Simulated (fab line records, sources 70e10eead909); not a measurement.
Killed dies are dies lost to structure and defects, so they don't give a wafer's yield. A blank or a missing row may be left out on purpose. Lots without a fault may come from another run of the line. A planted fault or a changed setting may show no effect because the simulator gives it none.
Which tool did it? | flow nand_harc | 12 lots, 36 wafers sampled, at 1 step of a route of 1302

WHAT THE GAUGES READ, wafer by wafer
NHARC_A_CHANNEL_HOLE_D2_CD_MEAS_31.
lot  | measured     | on        | cd_nm (nm)
L075 | day 13 19:50 | cd_sem-01 | 90.1 90.9 89.8
L077 | day 14 09:44 | cd_sem-02 | 89.9 89.5 88.8
L079 | day 15 09:25 | cd_sem-01 | 88.5 86.9 89.6
L082 | day 16 14:04 | cd_sem-01 | 91.3 91.4 90.5
L083 | day 16 23:57 | cd_sem-01 | 89.5 89.1 93.5
L085 | day 17 18:40 | cd_sem-03 | 90.8 90.9 89.9
L088 | day 19 14:40 | cd_sem-01 | 91.6 91.6 88.5
L089 | day 19 18:50 | cd_sem-01 | 89.3 89.5 88.8
L090 | day 20 01:16 | cd_sem-01 | 89.9 89.8 88.9
L093 | day 21 07:19 | cd_sem-02 | 90.2 90.1 90.6
L095 | day 22 00:49 | cd_sem-01 | 88.8 90.0 90.0
L097 | day 23 02:17 | cd_sem-01 | 90.6 90.0 90.0

WHICH TOOL RAN EACH LOT (tool, then ch and the chambers of the sampled wafers, then the start)
The record holds no process step before these readings.

THE ANSWER, worked out from the rows above alone
Rule: what is usual is taken from the lots themselves. Put in order of their means at a reading, lots are off if they are a third of the lots or fewer, leave a main group of 4 or more, and stand apart from it by a gap of 3 or more times the standard deviation of the main group's means; of several such gaps the widest counts. A main group whose means are all the same, to the digits that the tables above print for the reading, isn't used. A lot without any number at a reading at which 4 lots or more have one is off too. The other lots that the step has rows for count as sound.
No lot is off at any reading shown: from this, nothing can be told.

WHAT THE SIMULATOR HAD PUT IN
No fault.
